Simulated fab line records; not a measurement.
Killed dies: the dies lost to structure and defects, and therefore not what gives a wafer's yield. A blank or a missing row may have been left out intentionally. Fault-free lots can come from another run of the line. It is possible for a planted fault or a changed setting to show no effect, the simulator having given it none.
Matching of chambers | flow n5_finfet | N5_BEOL_M13_DEP_53 on pecvd-04: 3 sister chambers
The step deposits SiCN from 3MS/NH3, target thk 50 nm, time 17.8 s. 3 wafers are shown with their chamber, then 9 later ones without.

== WAFERS, EACH WITH ITS CHAMBER ==
wafer  | chamber | showerhead_plenum_p_Torr (Torr)
L089.2 | 2       | 4.156
L089.3 | 0       | 4.187
L089.5 | 1       | 4.128

== WAFERS WHOSE CHAMBER IS MISSING ==
wafer  | showerhead_plenum_p_Torr (Torr)
L091.2 | 4.140
L091.4 | 4.160
L091.6 | 4.137
L093.1 | 4.160
L093.4 | 4.135
L093.6 | 4.180
L094.1 | 4.129
L094.3 | 4.148
L094.4 | 4.189

== CHAMBER TAKEN BY EACH ==
wafer  | from the rows above     | in truth
L091.2 | can't be placed: 1 or 2 | 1
L091.4 | 2                       | 2
L091.6 | can't be placed: 1 or 2 | 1
L093.1 | 2                       | 2
L093.4 | 1                       | 1
L093.6 | 0                       | 0
L094.1 | 1                       | 1
L094.3 | can't be placed: 2 or 1 | 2
L094.4 | 0                       | 0
Placed correctly: 6 of 9. From these rows, 3 cannot be placed; in 3 the true chamber is one of the candidates. 0 placed wrongly.
How it was worked out, from the rows above alone: a wafer's distance from a chamber is the root of the sum, over the readings, of the square of ((its reading less the chamber's mean) divided by the reading's scatter). The wafer belongs to the nearest chamber; if the next one is less than 2 further off, it can't be placed. The mean given for a chamber averages the wafers shown for that chamber. The scatter: with one shown wafer a chamber, the root of the mean of the squares of how far each hidden wafer lies from its nearest shown one.
